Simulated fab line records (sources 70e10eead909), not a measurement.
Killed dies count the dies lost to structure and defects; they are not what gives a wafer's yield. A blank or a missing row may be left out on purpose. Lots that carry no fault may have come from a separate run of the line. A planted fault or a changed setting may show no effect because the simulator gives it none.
fab line records	flow nandHarc
[record] lots = 24	wafers = 72	lastDay = 25
route steps=1159 shown P_M2@336 A_CHANNEL_HOLE_D1@466
lots with no fault: from the same line, run without faults
startH: the number of hours between the record's first day and the start of the first shown wafer of the lot	waitH: how many hours have passed since the lot's step before this one	" unchanged from the row above	L1.1+2: a single row standing in for several wafers	- no value, or no start was given	* or withheld: withheld	< > ~ a bound
route shown NAME@n: NAME is a module with steps in the file, n the number in the route of the first one	usual: mean/standard deviation of fault-free wafers	same: alike in all rows	chamber/n: place in a boat	sites: the reading at each site	_std_site: the values' standard deviation	_edge_site: inner sites' mean taken away from outer sites' mean	radiusMm: how far each site lies from the wafer's centre	mask NAME#n: copy n	behind: the tool/chamber that last shaped the wafer	hold: why the lot went on hold/how many hours it stayed there/how the hold came to an end	device: which transistor (n, p or np) failed to switch	end of line: the tests these same wafers got at the end of their route	for a step that has no rows: nothing shown but its recipe	killed: dies that structure and defects cost at the first sort, which is not the same as the wafer's yield	map: shows each die of a wafer: x if killed, . if not, _ if none is there
set.NAME: the run value of the setting; set.NAME@STEP: its run value at that earlier step	model.NAME: the simulator's own value behind a step, which no gauge read
a sample of lots followed through the steps of the route, with each step as a table and each wafer as a row
services: the hour from which a tool's chamber was out of use, counted from the record's first day as startH (under 0 if before that day), plus the number of hours and why
[[steps]]
[step NHARC_P_M2_ETCH_28]
[recipe] targetDepthA = 300	overEtchFrac = 0.3	timeS = 72.99	ionEnergyEv = 150	cf4FlowSccm = 50	n2FlowSccm = 100	arFlowSccm = 150	rfW = 300	biasW = 100	chemistry = CF4/N2
[usual] drypumpMotorCurrentA = 5.9/0.42	oesProductAu = 0.997/0.011	rfVppV = 314.3/1.8	showerheadPlenumPTorr = 2.64/0.096	throttleValvePct = 19.793/0.0089
lot.wafer	tool	chamber	startH	waitH	drypumpMotorCurrentA	oesProductAu	rfHoursCounterH	rfVppV	showerheadPlenumPTorr	throttleValvePct
L074.3	rieDiel-09	3	-	-	6.3	1.014	2	312.3	2.61	19.797
L074.4	"	0	"	"	6.3	0.989	2	316.0	2.76	19.785
L074.5	"	3	"	"	6.3	1.012	-	313.0	2.61	19.784
L076.3	rieDiel-09	1	-	-	5.5	0.999	2	313.1	2.58	19.772
L076.2	"	0	"	"	6.4	0.992	2	314.8	2.76	19.796
L076.6	"	1	"	"	5.5	0.995	-	311.8	2.58	19.800
L075.4	rieDiel-09	3	-	-	6.3	1.004	2	313.1	2.61	19.785
L075.2	"	1	"	"	5.5	0.992	2	313.0	2.58	19.793
L075.5	"	0	"	"	6.3	0.999	-	316.6	2.76	19.788
L077.4	rieDiel-08	1	-	-	6.1	0.988	1	315.5	2.58	19.795
L077.1	"	3	"	"	6.2	0.999	2	311.1	2.52	19.794
L077.5	"	0	"	"	6.3	1.001	-	314.1	2.55	19.800
L079.4	rieDiel-09	2	-	-	5.5	1.001	2	312.3	2.55	19.786
L079.1	"	1	"	"	5.5	0.990	2	313.3	2.58	19.780
L079.5	"	3	"	"	6.3	1.018	-	313.6	2.61	19.801
L078.3	rieDiel-09	1	-	-	5.4	0.995	3	312.3	2.58	19.805
L078.1	"	2	"	"	5.5	0.996	2	312.6	2.55	19.788
L078.4	"	3	"	"	6.3	1.014	2	315.1	2.61	19.795
L080.2	rieDiel-04	3	-	-	6.0	0.985	17	314.8	2.73	19.801
L080.6	"	0	"	"	5.7	0.998	-	315.0	2.72	19.781
L080.5	"	2	"	"	5.6	0.990	-	318.7	2.83	19.787
L081.2	rieDiel-09	2	-	-	5.5	1.006	3	312.3	2.55	19.795
L081.4	"	3	"	"	6.3	1.010	3	314.2	2.61	19.798
L081.6	"	1	"	"	5.4	0.986	-	314.6	2.58	19.785
L082.1	rieDiel-09	2	-	-	5.5	0.984	3	313.6	2.55	19.787
L082.2	"	0	"	"	6.3	0.981	3	316.4	2.76	19.788
L082.6	"	2	"	"	5.5	0.993	-	313.2	2.55	19.804
L083.3	rieDiel-04	2	-	-	5.6	0.997	26	315.9	2.83	19.785
L083.4	"	3	"	"	6.0	0.958	25	316.1	2.73	19.801
L083.5	"	2	"	"	5.6	0.998	-	318.1	2.83	19.784
L084.3	rieDiel-09	3	-	-	6.3	1.007	3	314.1	2.61	19.795
L084.4	"	0	"	"	6.4	0.982	4	315.5	2.76	19.794
L084.1	"	1	"	"	5.5	0.985	4	313.2	2.58	19.801
L087.4	rieDiel-04	2	-	-	5.6	1.004	31	318.4	2.82	19.797
L087.2	"	0	"	"	5.7	0.998	29	315.9	2.71	19.787
L087.5	"	2	"	"	5.6	1.003	-	317.8	2.82	19.789
L088.1	rieDiel-09	2	-	-	5.5	1.004	4	313.9	2.55	19.793
L088.3	"	3	"	"	6.3	1.006	4	314.0	2.61	19.797
L088.6	"	0	"	"	6.3	0.995	-	317.4	2.76	19.813
L086.2	rieDiel-08	1	-	-	6.1	0.982	15	312.9	2.58	19.795
L086.3	"	3	"	"	6.2	1.001	13	312.3	2.52	19.792
L086.5	"	0	"	"	6.3	1.001	-	313.4	2.55	19.793
L085.3	rieDiel-08	1	-	-	6.1	0.985	18	312.8	2.58	19.781
L085.1	"	2	"	"	4.9	1.000	17	315.9	2.79	19.799
L085.2	"	0	"	"	6.3	1.014	17	312.0	2.55	19.792
L089.3	rieDiel-08	3	-	-	6.2	0.997	17	313.2	2.52	19.798
L089.6	"	0	"	"	6.3	1.007	-	313.0	2.55	19.779
L089.5	"	1	"	"	6.1	0.976	-	312.8	2.58	19.790
L091.4	rieDiel-09	3	-	-	6.3	1.000	5	312.2	2.61	19.798
L091.3	"	2	"	"	5.5	1.001	5	312.2	2.55	19.793
L091.5	"	3	"	"	6.3	1.005	-	312.7	2.61	19.780
L090.1	rieDiel-09	2	-	-	5.5	1.006	5	313.5	2.55	19.794
L090.4	"	1	"	"	5.4	0.989	5	312.9	2.58	19.789
L090.5	"	3	"	"	6.3	1.014	-	313.5	2.61	19.803
L093.1	rieDiel-09	0	-	-	6.4	0.988	6	316.6	2.76	19.795
L093.3	"	2	"	"	5.5	1.000	6	314.3	2.55	19.791
L093.5	"	0	"	"	6.4	0.981	-	317.4	2.76	19.786
L092.3	rieDiel-04	0	-	-	5.7	1.004	43	315.5	2.70	19.789
L092.5	"	2	"	"	5.6	0.993	-	316.5	2.82	19.795
L092.6	"	3	"	"	6.0	0.986	-	316.0	2.72	19.797
L094.3	rieDiel-09	2	-	-	5.5	1.006	6	312.7	2.55	19.795
L094.1	"	0	"	"	6.4	0.991	6	316.5	2.76	19.785
L094.6	"	3	"	"	6.3	1.013	-	313.8	2.61	19.785
L097.2	rieDiel-08	3	-	-	6.2	1.000	24	312.7	2.51	19.791
L097.1	"	0	"	"	6.3	1.021	22	313.2	2.54	19.803
L097.6	"	0	"	"	6.3	1.023	-	314.1	2.54	19.796
L095.1	rieDiel-04	3	-	-	6.0	1.004	53	315.8	2.71	19.799
L095.3	"	2	"	"	5.6	0.999	55	317.3	2.81	19.805
L095.5	"	3	"	"	6.0	1.003	-	315.9	2.71	19.786
L096.4	rieDiel-09	1	-	-	5.4	0.979	0	314.7	2.58	19.798
L096.2	"	2	"	"	5.5	0.994	0	312.1	2.55	19.780
L096.5	"	1	"	"	5.4	0.978	-	314.2	2.58	19.797
[step NHARC_P_M2_PRE_CLEAN_30]
[recipe] timeS = 30	tempC = 280	gas = H2/He
[usual] heaterPowerW = 427/42
lot.wafer	tool	chamber	startH	waitH	heaterPowerW
L074.4	pvdSputter-03	-	-	-	412
L074.3	"	-	"	"	465
L074.5	"	-	"	"	373
L076.3	pvdSputter-01	-	-	-	418
L076.2	"	-	"	"	373
L076.6	"	-	"	"	381
L075.2	pvdSputter-03	-	-	-	475
L075.4	"	-	"	"	409
L075.5	"	-	"	"	471
L077.1	pvdSputter-01	-	-	-	415
L077.4	"	-	"	"	465
L077.5	"	-	"	"	399
L079.1	pvdSputter-01	-	-	-	394
L079.4	"	-	"	"	475
L079.5	"	-	"	"	417
L078.3	pvdSputter-01	-	-	-	470
L078.1	"	-	"	"	405
L078.4	"	-	"	"	379
L080.2	pvdSputter-03	-	-	-	366
L080.6	"	-	"	"	415
L080.5	"	-	"	"	355
L081.4	pvdSputter-02	-	-	-	383
L081.2	"	-	"	"	525
L081.6	"	-	"	"	384
L082.2	pvdSputter-03	-	-	-	475
L082.1	"	-	"	"	369
L082.6	"	-	"	"	473
L083.4	pvdSputter-02	-	-	-	532
L083.3	"	-	"	"	346
L083.5	"	-	"	"	524
L084.4	pvdSputter-03	-	-	-	417
L084.1	"	-	"	"	472
L084.3	"	-	"	"	491
L087.4	pvdSputter-01	-	-	-	373
L087.2	"	-	"	"	418
L087.5	"	-	"	"	457
L088.1	pvdSputter-03	-	-	-	370
L088.3	"	-	"	"	470
L088.6	"	-	"	"	409
L086.3	pvdSputter-01	-	-	-	420
L086.2	"	-	"	"	456
L086.5	"	-	"	"	413
L085.1	pvdSputter-01	-	-	-	489
L085.2	"	-	"	"	421
L085.3	"	-	"	"	443
L089.3	pvdSputter-03	-	-	-	416
L089.6	"	-	"	"	373
L089.5	"	-	"	"	470
L091.4	pvdSputter-02	-	-	-	417
L091.3	"	-	"	"	494
L091.5	"	-	"	"	368
L090.1	pvdSputter-02	-	-	-	475
L090.4	"	-	"	"	416
L090.5	"	-	"	"	432
L093.3	pvdSputter-01	-	-	-	477
L093.1	"	-	"	"	376
L093.5	"	-	"	"	409
L092.3	pvdSputter-01	-	-	-	470
L092.6	"	-	"	"	452
L092.5	"	-	"	"	375
L094.1	pvdSputter-02	-	-	-	429
L094.3	"	-	"	"	421
L094.6	"	-	"	"	421
L097.2	pvdSputter-02	-	-	-	431
L097.1	"	-	"	"	428
L097.6	"	-	"	"	431
L095.1	pvdSputter-01	-	-	-	418
L095.3	"	-	"	"	378
L095.5	"	-	"	"	425
L096.2	pvdSputter-01	-	-	-	467
L096.4	"	-	"	"	376
L096.5	"	-	"	"	482
[step NHARC_P_M2_PVD_21]
[recipe] targetThkA = 300	chamberPressurePa = 5	powerW = 5000	substrateTempC = 30	timeS = 20.49	material = Cu
[usual] chamberPressurePa = 4.999/0.011	throttleValvePct = 30.3/0.92
lot.wafer	tool	chamber	startH	waitH	chamberPressurePa	throttleValvePct
L074.3	pvdSputter-03	-	-	-	5.002	30.5
L074.4	"	-	"	"	5.004	30.8
L074.5	"	-	"	"	5.016	30.6
L076.2	pvdSputter-01	-	-	-	5.016	29.5
L076.3	"	-	"	"	4.991	31.9
L076.6	"	-	"	"	5.006	29.4
L075.4	pvdSputter-03	-	-	-	5.003	29.8
L075.2	"	-	"	"	4.990	30.8
L075.5	"	-	"	"	4.987	30.6
L077.1	pvdSputter-01	-	-	-	5.005	31.0
L077.4	"	-	"	"	5.007	29.6
L077.5	"	-	"	"	5.000	31.2
L079.4	pvdSputter-01	-	-	-	5.006	29.4
L079.1	"	-	"	"	4.989	29.5
L079.5	"	-	"	"	5.014	31.1
L078.1	pvdSputter-01	-	-	-	4.993	31.8
L078.4	"	-	"	"	4.986	29.3
L078.3	"	-	"	"	5.008	29.4
L080.2	pvdSputter-03	-	-	-	5.010	30.6
L080.5	"	-	"	"	5.000	30.8
L080.6	"	-	"	"	5.012	30.4
L081.2	pvdSputter-02	-	-	-	5.007	30.4
L081.4	"	-	"	"	5.011	28.5
L081.6	"	-	"	"	5.021	28.6
L082.2	pvdSputter-03	-	-	-	4.958	30.6
L082.1	"	-	"	"	5.030	29.7
L082.6	"	-	"	"	4.996	30.4
L083.4	pvdSputter-02	-	-	-	5.008	28.5
L083.3	"	-	"	"	4.989	29.8
L083.5	"	-	"	"	4.983	28.8
L084.1	pvdSputter-03	-	-	-	5.005	30.4
L084.3	"	-	"	"	5.005	30.5
L084.4	"	-	"	"	4.993	30.5
L087.4	pvdSputter-01	-	-	-	4.995	30.7
L087.2	"	-	"	"	5.010	29.8
L087.5	"	-	"	"	5.001	30.9
L088.3	pvdSputter-03	-	-	-	4.983	30.6
L088.1	"	-	"	"	4.975	29.7
L088.6	"	-	"	"	4.994	30.4
L086.2	pvdSputter-01	-	-	-	4.994	30.8
L086.3	"	-	"	"	4.991	29.8
L086.5	"	-	"	"	5.008	29.6
L085.3	pvdSputter-01	-	-	-	4.980	31.6
L085.1	"	-	"	"	4.973	29.8
L085.2	"	-	"	"	5.000	29.6
L089.3	pvdSputter-03	-	-	-	4.991	30.4
L089.6	"	-	"	"	5.006	30.5
L089.5	"	-	"	"	5.003	30.4
L091.4	pvdSputter-02	-	-	-	4.990	30.9
L091.3	"	-	"	"	5.005	29.2
L091.5	"	-	"	"	5.000	30.8
L090.4	pvdSputter-02	-	-	-	5.004	28.0
L090.1	"	-	"	"	5.006	30.8
L090.5	"	-	"	"	4.983	27.8
L093.3	pvdSputter-01	-	-	-	4.993	29.5
L093.1	"	-	"	"	5.001	30.8
L093.5	"	-	"	"	5.009	31.0
L092.3	pvdSputter-01	-	-	-	5.013	29.7
L092.6	"	-	"	"	4.993	31.6
L092.5	"	-	"	"	5.006	30.0
L094.1	pvdSputter-02	-	-	-	5.030	29.2
L094.3	"	-	"	"	5.002	28.1
L094.6	"	-	"	"	5.007	28.7
L097.1	pvdSputter-02	-	-	-	4.983	29.1
L097.2	"	-	"	"	5.011	30.7
L097.6	"	-	"	"	4.994	28.2
L095.3	pvdSputter-01	-	-	-	5.011	29.6
L095.1	"	-	"	"	4.997	30.9
L095.5	"	-	"	"	4.988	31.9
L096.2	pvdSputter-01	-	-	-	5.013	31.7
L096.4	"	-	"	"	4.985	29.6
L096.5	"	-	"	"	5.001	31.6
[step NHARC_P_M2_THK_MEAS_24]
[recipe] thkMeasGauge = xrf
[usual] thkNm = 144.4/1.4
lot.wafer	tool	chamber	startH	waitH	thkNm
L074.3	filmMetro-02	-	132.59	-	146.5
L074.4	"	-	"	"	142.5
L074.5	"	-	"	"	144.9
L076.2	filmMetro-02	-	138.83	-	144.5
L076.3	"	-	"	"	143.7
L076.6	"	-	"	"	143.2
L075.2	filmMetro-02	-	139.45	-	143.6
L075.4	"	-	"	"	143.1
L075.5	"	-	"	"	143.8
L077.1	filmMetro-02	-	143.64	-	143.4
L077.4	"	-	"	"	143.4
L077.5	"	-	"	"	143.3
L079.1	filmMetro-02	-	148.29	-	141.1
L079.4	"	-	"	"	143.4
L079.5	"	-	"	"	143.7
L078.1	filmMetro-01	-	151.69	-	143.7
L078.3	"	-	"	"	142.3
L078.4	"	-	"	"	147.0
L080.2	filmMetro-02	-	163.61	-	145.9
L080.5	"	-	"	"	144.5
L080.6	"	-	"	"	145.5
L081.2	filmMetro-01	-	173.04	-	146.0
L081.4	"	-	"	"	142.8
L081.6	"	-	"	"	142.4
L082.1	filmMetro-02	-	177.96	-	141.4
L082.2	"	-	"	"	145.6
L082.6	"	-	"	"	144.6
L083.3	filmMetro-02	-	182.08	-	142.1
L083.4	"	-	"	"	141.4
L083.5	"	-	"	"	145.3
L084.1	filmMetro-01	-	183.27	-	143.7
L084.3	"	-	"	"	144.7
L084.4	"	-	"	"	146.7
L087.2	filmMetro-02	-	201.39	-	143.2
L087.4	"	-	"	"	141.3
L087.5	"	-	"	"	143.0
L088.1	filmMetro-01	-	201.71	-	144.1
L088.3	"	-	"	"	142.6
L088.6	"	-	"	"	142.3
L086.2	filmMetro-01	-	203.94	-	144.3
L086.3	"	-	"	"	144.1
L086.5	"	-	"	"	144.8
L085.1	filmMetro-02	-	214.93	-	145.3
L085.2	"	-	"	"	144.8
L085.3	"	-	"	"	144.1
L089.3	filmMetro-02	-	222.13	-	142.8
L089.5	"	-	"	"	143.2
L089.6	"	-	"	"	146.8
L091.3	filmMetro-01	-	225.70	-	142.5
L091.4	"	-	"	"	145.2
L091.5	"	-	"	"	143.0
L090.1	filmMetro-01	-	226.54	-	144.0
L090.4	"	-	"	"	145.0
L090.5	"	-	"	"	145.3
L093.1	filmMetro-02	-	238.37	-	145.4
L093.3	"	-	"	"	145.4
L093.5	"	-	"	"	147.8
L092.3	filmMetro-01	-	243.81	-	146.2
L092.5	"	-	"	"	144.0
L092.6	"	-	"	"	143.6
L094.1	filmMetro-01	-	248.57	-	146.1
L094.3	"	-	"	"	146.2
L094.6	"	-	"	"	146.4
L097.1	filmMetro-01	-	262.29	-	145.6
L097.2	"	-	"	"	144.2
L097.6	"	-	"	"	145.1
L095.1	filmMetro-01	-	262.94	-	142.5
L095.3	"	-	"	"	144.7
L095.5	"	-	"	"	144.2
L096.2	filmMetro-01	-	268.30	-	144.9
L096.4	"	-	"	"	145.8
L096.5	"	-	"	"	145.2
[step NHARC_A_CHANNEL_HOLE_D1_ETCH_38]
[recipe] targetDepthA = 390	overEtchFrac = 0.3	timeS = 65	ionEnergyEv = 80	cf4FlowSccm = 150	arFlowSccm = 0	rfW = 300	biasW = 100	chemistry = CF4
[usual] drypumpMotorCurrentA = 5.6/0.37	oesProductAu = 0.998/0.0087	rfVppV = 151.5/1.3	showerheadPlenumPTorr = 1.79/0.081	throttleValvePct = 13.284/0.0094
lot.wafer	tool	chamber	startH	waitH	drypumpMotorCurrentA	oesProductAu	rfHoursCounterH	rfVppV	showerheadPlenumPTorr	throttleValvePct
L074.4	rieDiel-13	3	179.56	0.1	5.6	0.990	5	150.9	1.78	13.272
L074.3	"	0	"	"	5.2	1.001	5	152.1	1.89	13.286
L074.5	"	3	"	"	5.6	0.995	-	149.5	1.78	13.278
L076.3	rieDiel-02	3	186.16	0.1	5.8	1.017	2	152.1	1.86	13.284
L076.2	"	1	"	"	6.2	0.987	2	150.5	1.65	13.287
L076.6	"	0	"	"	5.7	1.008	-	152.4	1.81	13.301
L075.2	rieDiel-13	1	186.33	0.1	5.9	0.998	5	151.6	1.78	13.286
L075.4	"	3	"	"	5.5	0.983	6	149.7	1.78	13.284
L075.5	"	2	"	"	5.2	0.995	-	151.0	1.69	13.274
L079.4	rieDiel-02	3	193.61	0.1	5.8	1.007	3	153.1	1.86	13.293
L079.1	"	0	"	"	5.7	0.992	2	152.4	1.81	13.290
L079.5	"	0	"	"	5.7	1.007	-	153.0	1.81	13.296
L077.4	rieDiel-13	3	194.32	0.1	5.6	0.998	7	152.0	1.78	13.298
L077.1	"	2	"	"	5.2	0.992	6	148.9	1.69	13.294
L077.5	"	0	"	"	5.3	1.004	-	152.0	1.89	13.267
L078.4	rieDiel-02	2	199.57	0.1	5.5	1.003	3	153.7	1.88	13.302
L078.3	"	3	"	"	5.8	1.017	3	153.4	1.86	13.283
L078.1	"	0	"	"	5.7	1.006	3	152.8	1.81	13.272
L080.2	rieDiel-11	2	207.98	0.1	5.9	0.998	1	152.5	1.83	13.271
L080.6	"	1	"	"	4.8	0.990	-	151.8	1.87	13.301
L080.5	"	2	"	"	5.9	1.004	-	151.6	1.83	13.287
L081.2	rieDiel-13	1	218.13	0.1	5.9	0.992	8	150.4	1.78	13.301
L081.4	"	2	"	"	5.2	0.997	8	150.8	1.69	13.297
L081.6	"	1	"	"	5.9	0.987	-	151.8	1.78	13.281
L082.1	rieDiel-02	1	229.18	0.1	6.3	0.994	4	149.5	1.65	13.292
L082.2	"	2	"	"	5.5	0.995	4	154.7	1.88	13.279
L082.6	"	0	"	"	5.7	1.005	-	151.5	1.80	13.298
L084.4	rieDiel-02	1	231.06	0.1	6.2	1.008	5	149.0	1.65	13.297
L084.3	"	2	"	"	5.5	1.007	5	153.3	1.88	13.281
L084.1	"	0	"	"	5.7	0.995	5	150.3	1.80	13.268
L083.4	rieDiel-11	1	231.09	0.1	4.8	0.997	2	151.5	1.87	13.307
L083.3	"	2	"	"	5.9	1.001	2	151.0	1.83	13.288
L083.5	"	2	"	"	5.9	1.009	-	151.5	1.83	13.284
L086.2	rieDiel-13	0	248.81	0.1	5.2	1.004	12	152.4	1.89	13.276
L086.3	"	3	"	"	5.6	0.992	12	151.1	1.78	13.273
L086.5	"	1	"	"	5.9	0.996	-	151.0	1.78	13.273
L088.1	rieDiel-02	3	249.00	0.1	5.8	0.988	6	152.1	1.86	13.282
L088.3	"	0	"	"	5.7	0.988	6	151.2	1.80	13.281
L088.6	"	1	"	"	6.2	0.993	-	150.3	1.65	13.289
L087.4	rieDiel-13	1	250.74	0.1	5.9	0.982	11	152.7	1.78	13.290
L087.2	"	2	"	"	5.2	0.987	12	151.1	1.69	13.280
L087.5	"	3	"	"	5.6	1.005	-	152.3	1.78	13.295
L085.3	rieDiel-02	1	261.06	0.1	6.2	1.004	7	150.3	1.65	13.287
L085.1	"	3	"	"	5.8	1.004	7	151.2	1.86	13.290
L085.2	"	0	"	"	5.7	1.011	7	152.1	1.80	13.295
L089.3	rieDiel-13	3	265.98	0.1	5.6	0.986	14	151.8	1.78	13.288
L089.6	"	1	"	"	5.9	0.981	-	152.3	1.78	13.291
L089.5	"	2	"	"	5.2	0.989	-	151.4	1.69	13.295
L090.4	rieDiel-11	3	272.22	0.1	5.4	1.006	4	149.7	1.73	13.297
L090.1	"	0	"	"	5.5	1.006	4	149.8	1.68	13.269
L090.5	"	2	"	"	5.9	0.999	-	153.1	1.83	13.287
L091.4	rieDiel-02	0	272.24	0.1	5.7	1.002	7	153.8	1.80	13.280
L091.3	"	1	"	"	6.2	0.998	8	149.9	1.65	13.306
L091.5	"	3	"	"	5.8	0.988	-	152.8	1.86	13.293
L092.3	rieDiel-11	0	285.96	0.1	5.4	1.004	5	149.7	1.68	13.285
L092.5	"	0	"	"	5.5	1.016	-	149.9	1.68	13.272
L092.6	"	1	"	"	4.7	0.991	-	152.3	1.87	13.294
L093.3	rieDiel-02	2	286.13	0.1	5.5	1.003	9	151.7	1.88	13.274
L093.1	"	3	"	"	5.8	1.012	9	152.5	1.86	13.281
L093.5	"	0	"	"	5.7	0.996	-	151.6	1.80	13.305
L094.3	rieDiel-02	0	293.44	0.1	5.7	1.006	9	150.3	1.80	13.293
L094.1	"	1	"	"	6.2	1.001	9	149.8	1.65	13.278
L094.6	"	3	"	"	5.8	1.011	-	152.4	1.86	13.277
L097.1	rieDiel-02	0	309.18	0.1	5.7	1.003	10	152.2	1.80	13.274
L097.2	"	3	"	"	5.8	1.010	10	153.0	1.86	13.287
L097.6	"	1	"	"	6.2	1.008	-	149.5	1.65	13.285
L095.3	rieDiel-11	3	309.85	0.1	5.4	0.996	6	151.0	1.73	13.279
L095.1	"	0	"	"	5.4	1.013	6	148.9	1.68	13.269
L095.5	"	3	"	"	5.4	1.004	-	151.7	1.73	13.279
L096.4	rieDiel-02	2	319.55	0.1	5.5	0.998	11	151.6	1.88	13.294
L096.2	"	0	"	"	5.7	1.004	11	150.9	1.80	13.274
L096.5	"	2	"	"	5.5	0.992	-	152.7	1.88	13.281
[step NHARC_A_CHANNEL_HOLE_D1_ETCH_24]
[recipe] biasV = 5000	sourceW = withheld	pressureMtorr = 20	timeS = 906.2	arFlowSccm = 375	c4f8FlowSccm = 93.8	o2FlowSccm = 31.2	tempC = -20	targetDepthA = 15000	chemistry = C4F8/O2/Ar
[usual] drypumpMotorCurrentA = 5.8/0.51	escClampCurrentUA = 0.0207/0.00049	showerheadPlenumPTorr = 3.73/0.063	throttleValvePct = 32.236/0.0094
lot.wafer	tool	chamber	startH	waitH	drypumpMotorCurrentA	escClampCurrentUA	rfHoursCounterH	showerheadPlenumPTorr	throttleValvePct
L074.4	harEtch-01	0	183.03	0.6	5.7	0.0213	-	3.82	32.244
L074.3	"	1	"	"	5.1	0.0206	-	3.76	32.233
L074.5	"	0	"	"	5.7	0.0214	-	3.82	32.235
L076.2	harEtch-02	1	189.40	0.6	6.6	0.0203	104	3.65	32.245
L076.3	"	1	"	"	6.6	0.0202	-	3.65	32.245
L076.6	"	0	"	"	5.7	0.0203	-	3.73	32.232
L075.2	harEtch-01	0	189.67	0.6	5.7	0.0213	194	3.82	32.238
L075.4	"	0	"	"	5.7	0.0214	-	3.82	32.232
L075.5	"	1	"	"	5.1	0.0206	-	3.75	32.231
L079.1	harEtch-02	1	196.85	0.6	6.5	0.0202	110	3.64	32.233
L079.4	"	1	"	"	6.6	0.0202	-	3.64	32.229
L079.5	"	1	"	"	6.5	0.0203	-	3.64	32.232
L077.1	harEtch-01	0	197.81	0.6	5.7	0.0214	200	3.81	32.249
L077.4	"	0	"	"	5.7	0.0214	-	3.82	32.244
L077.5	"	0	"	"	5.7	0.0213	-	3.82	32.224
L078.1	harEtch-02	0	202.96	0.6	5.8	0.0202	115	3.72	32.222
L078.3	"	1	"	"	6.6	0.0202	-	3.64	32.235
L078.4	"	0	"	"	5.7	0.0202	-	3.72	32.255
L080.2	harEtch-01	1	211.32	0.6	5.2	0.0206	205	3.75	32.231
L080.6	"	0	"	"	5.7	0.0214	-	3.81	32.230
L080.5	"	1	"	"	5.2	0.0207	-	3.75	32.239
L081.2	harEtch-01	0	221.36	0.6	5.7	0.0214	209	3.81	32.231
L081.4	"	1	"	"	5.2	0.0207	-	3.75	32.231
L081.6	"	1	"	"	5.1	0.0207	-	3.75	32.227
L082.1	harEtch-01	0	232.42	0.6	5.7	0.0214	214	3.81	32.239
L082.2	"	1	"	"	5.1	0.0207	214	3.74	32.224
L082.6	"	1	"	"	5.2	0.0206	-	3.74	32.242
L084.1	harEtch-02	0	234.42	0.6	5.7	0.0202	125	3.72	32.265
L084.4	"	1	"	"	6.6	0.0202	-	3.64	32.235
L084.3	"	0	"	"	5.7	0.0202	-	3.72	32.252
L083.3	harEtch-01	0	236.85	0.6	5.7	0.0214	-	3.80	32.239
L083.4	"	1	"	"	5.1	0.0206	-	3.74	32.233
L083.5	"	1	"	"	5.1	0.0207	-	3.74	32.233
L086.2	harEtch-02	1	252.17	0.6	6.6	0.0203	132	3.63	32.229
L086.3	"	0	"	"	5.7	0.0202	-	3.71	32.249
L086.5	"	1	"	"	6.6	0.0203	-	3.63	32.247
L088.1	harEtch-01	1	252.35	0.6	5.1	0.0206	224	3.74	32.231
L088.3	"	1	"	"	5.1	0.0207	-	3.74	32.217
L088.6	"	0	"	"	5.7	0.0214	-	3.80	32.240
L087.2	harEtch-02	0	256.19	0.6	5.7	0.0203	136	3.71	32.249
L087.4	"	0	"	"	5.7	0.0202	-	3.71	32.240
L087.5	"	0	"	"	5.7	0.0203	-	3.71	32.237
L085.2	harEtch-02	1	264.28	0.6	6.6	0.0203	140	3.63	32.243
L085.1	"	0	"	"	5.7	0.0203	140	3.71	32.229
L085.3	"	1	"	"	6.6	0.0203	-	3.63	32.226
L089.3	harEtch-01	1	269.56	0.6	5.1	0.0207	-	3.73	32.247
L089.5	"	0	"	"	5.8	0.0214	-	3.80	32.236
L089.6	"	1	"	"	5.1	0.0206	-	3.73	32.255
L090.1	harEtch-02	1	275.57	0.6	6.6	0.0203	144	3.62	32.230
L090.4	"	0	"	"	5.7	0.0203	-	3.71	32.244
L090.5	"	0	"	"	5.7	0.0202	-	3.70	32.225
L091.3	harEtch-01	1	275.73	0.6	5.1	0.0207	-	3.73	32.225
L091.4	"	0	"	"	5.7	0.0215	-	3.79	32.227
L091.5	"	0	"	"	5.7	0.0215	-	3.79	32.244
L093.1	harEtch-02	1	289.36	0.6	6.6	0.0203	152	3.62	32.219
L093.3	"	0	"	"	5.7	0.0203	-	3.70	32.227
L093.5	"	1	"	"	6.6	0.0203	-	3.62	32.244
L092.3	harEtch-01	0	289.45	0.6	5.8	0.0216	-	3.79	32.233
L092.6	"	0	"	"	5.8	0.0214	-	3.79	32.240
L092.5	"	1	"	"	5.2	0.0206	-	3.73	32.224
L094.1	harEtch-01	0	296.65	0.6	5.7	0.0215	247	3.79	32.240
L094.3	"	0	"	"	5.7	0.0214	-	3.79	32.235
L094.6	"	0	"	"	5.7	0.0215	-	3.79	32.233
L097.1	harEtch-02	0	312.41	0.6	5.7	0.0203	158	3.70	32.246
L097.2	"	1	"	"	6.6	0.0203	158	3.62	32.243
L097.6	"	1	"	"	6.6	0.0203	-	3.62	32.237
L095.1	harEtch-02	0	318.40	0.6	5.7	0.0202	163	3.69	32.252
L095.3	"	0	"	"	5.7	0.0203	-	3.69	32.238
L095.5	"	1	"	"	6.6	0.0203	-	3.61	32.231
L096.2	harEtch-01	1	324.15	0.6	5.1	0.0207	2	3.72	32.234
L096.4	"	0	"	"	5.7	0.0214	-	3.79	32.239
L096.5	"	1	"	"	5.1	0.0206	-	3.72	32.252
[[services]]
tool	chamber	startH	hours	kind
rieDiel-02	1	108.31	12.7	repair
pvdSputter-01	-	111.61	9.5	repair
rieDiel-04	-	111.97	9.0	pm
rieDiel-08	-	124.86	9.0	pm
rieDiel-02	-	150.70	9.0	pm
rieDiel-09	1	151.71	4.7	repair
rieDiel-13	2	158.71	4.8	repair
rieDiel-04	1	160.85	3.3	repair
rieDiel-11	-	189.50	9.0	pm
pvdSputter-02	-	214.02	10.0	pm
rieDiel-11	-	215.80	2.6	repair
pvdSputter-01	-	219.63	4.7	repair
pvdSputter-01	-	229.52	4.9	repair
rieDiel-13	-	230.35	0.8	repair
rieDiel-13	1	233.97	10.8	repair
rieDiel-09	-	254.10	9.0	pm
pvdSputter-03	-	257.71	13.6	repair
rieDiel-13	-	276.23	9.0	pm
pvdSputter-03	-	280.00	10.0	pm
rieDiel-09	0	288.13	14.4	repair
pvdSputter-01	-	295.11	2.5	repair
rieDiel-09	3	301.91	18.4	repair
harEtch-01	-	305.00	17.0	pm
pvdSputter-01	-	305.73	1.2	repair
[[key]]
fault none
